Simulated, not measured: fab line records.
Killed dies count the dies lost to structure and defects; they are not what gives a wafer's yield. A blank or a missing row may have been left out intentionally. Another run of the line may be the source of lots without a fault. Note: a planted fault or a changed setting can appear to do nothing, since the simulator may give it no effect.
Which tool is to blame? -- flow nandHarc -- 13 lots with 39 wafers sampled at 5 steps, on a route of 1302 steps

## WHAT THE GAUGES READ, wafer by wafer
NHARC_P_M2_THK_MEAS_24: measures by xrf. Usual: 144.1 nm for thkNm, sd 1.4.
lot,measured,on,thkNm (nm),flag
L297,day 6 12:35,filmMetro-01,145.8 146.3 147.2,
L298,day 6 20:15,filmMetro-01,145.6 143.0 145.0,
L301,day 8 00:46,filmMetro-01,142.2 144.7 143.1,
L302,day 8 09:56,filmMetro-02,143.5 147.0 144.2,
L306,day 10 09:18,filmMetro-02,143.8 144.7 146.2,
L307,day 10 13:13,filmMetro-01,143.4 143.9 144.5,
L308,day 11 02:02,filmMetro-01,142.4 143.3 141.0,
L310,day 11 18:39,filmMetro-02,144.5 144.8 144.6,
L313,day 13 05:32,filmMetro-01,144.9 144.3 142.8,
L314,day 13 09:00,filmMetro-01,145.2 143.3 145.0,
L318,day 15 00:32,filmMetro-02,144.7 144.8 143.3,
L319,day 15 16:56,filmMetro-02,143.8 145.8 146.0,
L320,day 16 10:04,filmMetro-01,144.4 143.3 143.7,

NHARC_END_SORT_01. Usual: defectLimitedYield 89.9 % (standard deviation 2.6); killedAtArray 63 (standard deviation 18); killedAtOther 1.1 (standard deviation 1.3); killedAtPeriphery 4.3 (standard deviation 2.8); killedDies 68 (standard deviation 18); killedOpen 3.3 (standard deviation 2); killedShort 2.4 (standard deviation 1.6).
lot,measured,on,defectLimitedYield (%),killedAtArray,killedAtOther,killedAtPeriphery,killedDies,killedOpen,killedShort,flag
L297,day 23 20:02,prober-02,86.4 84.2 85.4,89 101 90,1 4 4,2 2 5,92 107 99,0 4 3,3 2 2,
L298,day 25 05:35,prober-02,87.9 86.6 87.1,71 80 82,2 1 0,9 10 5,82 91 87,4 1 6,2 4 0,
L301,day 25 17:52,prober-02,92.6 93.1 92.6,48 37 41,1 4 2,1 6 7,50 47 50,2 5 3,3 0 1,
L302,day 26 00:02,prober-01,87.1 90.0 88.5,80 64 73,1 0 0,6 4 5,87 68 78,2 1 6,2 3 2,
L306,day 31 08:58,prober-01,96.0 96.5 95.6,20 17 22,1 0 1,6 7 7,27 24 30,2 5 2,5 2 4,
L307,day 31 01:17,prober-02,86.9 85.1 84.9,81 94 92,5 4 5,3 3 5,89 101 102,4 2 5,2 7 1,
L308,day 32 01:22,prober-01,88.3 86.0 88.9,72 83 73,1 1 1,6 11 1,79 95 75,2 2 4,1 2 5,
L310,day 32 00:43,prober-02,90.5 91.6 90.1,61 54 64,2 1 1,1 2 2,64 57 67,1 2 1,1 0 2,
L313,day 32 09:58,prober-01,92.8 92.3 92.6,45 43 39,1 0 1,3 9 10,49 52 50,9 2 3,3 4 3,
L314,day 32 08:30,prober-02,87.3 87.1 88.2,85 83 75,0 0 1,1 4 4,86 87 80,2 3 2,5 3 4,
L318,day 33 16:25,prober-01,87.0 88.3 87.1,78 64 75,2 1 0,8 14 12,88 79 87,4 5 7,3 5 6,
L319,day 34 00:19,prober-02,87.9 87.3 87.3,79 83 82,1 1 0,2 2 4,82 86 86,1 2 6,0 6 1,
L320,day 34 15:43,prober-02,92.3 92.9 93.8,43 38 40,4 1 0,5 9 2,52 48 42,1 7 2,1 1 2,

## EACH LOT AND THE TOOL THAT RAN IT (in order: tool; ch and the chambers of the sampled wafers; start)
lot,NHARC_P_M2_PRE_CLEAN_32,NHARC_P_M2_DEP_33,NHARC_P_BONDPAD_SOFTBAKE_04
L297,"pecvd-03 ch 0,1,2, day 6 12:48","pecvd-03 ch 0,1,2, day 6 12:53","lithoTrack-05 ch 0, day 6 14:00"
L298,"pecvd-02 ch 0,1, day 6 20:32","pecvd-02 ch 0,1, day 6 20:37","lithoTrack-03 ch 0, day 6 21:00"
L301,"pecvd-02 ch 0,1, day 8 00:59","pecvd-02 ch 0,1, day 8 01:04","lithoTrack-03 ch 0, day 8 02:00"
L302,"pecvd-01 ch 0,1, day 8 10:11","pecvd-01 ch 0,1, day 8 10:17","lithoTrack-03 ch 0, day 8 11:00"
L306,"pecvd-03 ch 0,1, day 10 09:32","pecvd-03 ch 0,1, day 10 09:39","lithoTrack-03 ch 0, day 10 10:00"
L307,"pecvd-03 ch 0,1,2, day 10 13:29","pecvd-03 ch 0,1,2, day 10 13:34","lithoTrack-07 ch 0, day 10 14:00"
L308,"pecvd-03 ch 0,1,2, day 11 02:17","pecvd-03 ch 0,1,2, day 11 02:24","lithoTrack-03 ch 0, day 11 03:00"
L310,"pecvd-03 ch 0,1,2, day 11 18:53","pecvd-03 ch 0,1,2, day 11 18:58","lithoTrack-05 ch 0, day 11 20:00"
L313,"pecvd-01 ch 1,2, day 13 05:45","pecvd-01 ch 1,2, day 13 05:50","lithoTrack-03 ch 0, day 13 07:00"
L314,"pecvd-03 ch 0,2, day 13 09:14","pecvd-03 ch 0,2, day 13 09:20","lithoTrack-03 ch 0, day 13 10:00"
L318,"pecvd-01 ch 0,1, day 15 00:46","pecvd-01 ch 0,1, day 15 00:53","lithoTrack-05 ch 0, day 15 02:00"
L319,"pecvd-01 ch 0,1,2, day 15 17:13","pecvd-01 ch 0,1,2, day 15 17:22","lithoTrack-03 ch 0, day 15 18:00"
L320,"pecvd-01 ch 0,2, day 16 10:31","pecvd-01 ch 0,2, day 16 10:35","lithoTrack-03 ch 0, day 16 11:00"
- NHARC_P_M2_PRE_CLEAN_32: time 12 s.
- NHARC_P_M2_DEP_33: deposits SiCN, target thk 30 nm.
- NHARC_P_BONDPAD_SOFTBAKE_04: time 70 s.

## AS READ BY THE TOOLS THEMSELVES (means over the sampled wafers that have a number; for cases with no such wafer, the mark the record gives instead)
NHARC_P_M2_PRE_CLEAN_32. Usual: heaterPowerW 649 W, standard deviation 85; susceptorTempC 370.00 C, standard deviation 0.19.
lot,tool,heaterPowerW (W),susceptorTempC (C),flag
L297,pecvd-03,704,370.12,
L298,pecvd-02,684,369.86,
L301,pecvd-02,678,369.93,
L302,pecvd-01,639,370.26,
L306,pecvd-03,700,369.95,
L307,pecvd-03,706,370.01,
L308,pecvd-03,696,369.93,
L310,pecvd-03,669,370.05,
L313,pecvd-01,557,369.88,
L314,pecvd-03,722,370.01,
L318,pecvd-01,668,370.05,
L319,pecvd-01,622,369.94,
L320,pecvd-01,564,370.12,

NHARC_P_M2_DEP_33. Usual: chamberPressureTorr 3.000 Torr, standard deviation 0.0058; heaterPowerW 596 W, standard deviation 85; susceptorTempC 369.99 C, standard deviation 0.22.
lot,tool,chamberPressureTorr (Torr),heaterPowerW (W),susceptorTempC (C),flag
L297,pecvd-03,3.002,660,370.15,
L298,pecvd-02,2.998,589,369.94,
L301,pecvd-02,3.005,620,370.06,
L302,pecvd-01,3.000,564,370.31,
L306,pecvd-03,3.002,725,369.89,
L307,pecvd-03,3.003,636,370.23,
L308,pecvd-03,3.000,644,369.94,
L310,pecvd-03,3.003,672,370.02,
L313,pecvd-01,3.005,502,369.80,
L314,pecvd-03,2.997,693,369.85,
L318,pecvd-01,3.003,530,370.06,
L319,pecvd-01,2.995,577,370.25,
L320,pecvd-01,3.007,498,369.78,

NHARC_P_BONDPAD_SOFTBAKE_04. Usual: 200.7 W for heaterPowerTotalW, sd 1.3.
lot,tool,heaterPowerTotalW (W),flag
L297,lithoTrack-05,201.7,
L298,lithoTrack-03,200.3,
L301,lithoTrack-03,201.9,
L302,lithoTrack-03,200.2,
L306,lithoTrack-03,200.9,
L307,lithoTrack-07,200.0,
L308,lithoTrack-03,200.3,
L310,lithoTrack-05,200.4,
L313,lithoTrack-03,207.1,OFF
L314,lithoTrack-03,214.9,OFF
L318,lithoTrack-05,200.2,
L319,lithoTrack-03,200.7,
L320,lithoTrack-03,200.8,

## THE ANSWER, worked out from the rows above alone
Rule: a lot counts as off when the mean over its wafers that have a number is more than 3 standard deviations away from the usual mean. Also off: a lot with no number at a reading for which 4 or more lots have one. The other lots that the step has rows for count as sound. The gauges are gone through in route order, then the tools' own readings, and for those a lot's mean is taken as printed above. At the first step where some lot is off, the reading lying furthest off is the one used; lots without a number count as furthest.
Off at NHARC_P_BONDPAD_SOFTBAKE_04 (heaterPowerTotalW): L313, L314.
A tool fits if, at that step or a process step before it, it ran every lot that is off, and no sound lot after the first of them. Of those tried, none fits.

## WHAT HAD BEEN PUT IN BY THE SIMULATOR
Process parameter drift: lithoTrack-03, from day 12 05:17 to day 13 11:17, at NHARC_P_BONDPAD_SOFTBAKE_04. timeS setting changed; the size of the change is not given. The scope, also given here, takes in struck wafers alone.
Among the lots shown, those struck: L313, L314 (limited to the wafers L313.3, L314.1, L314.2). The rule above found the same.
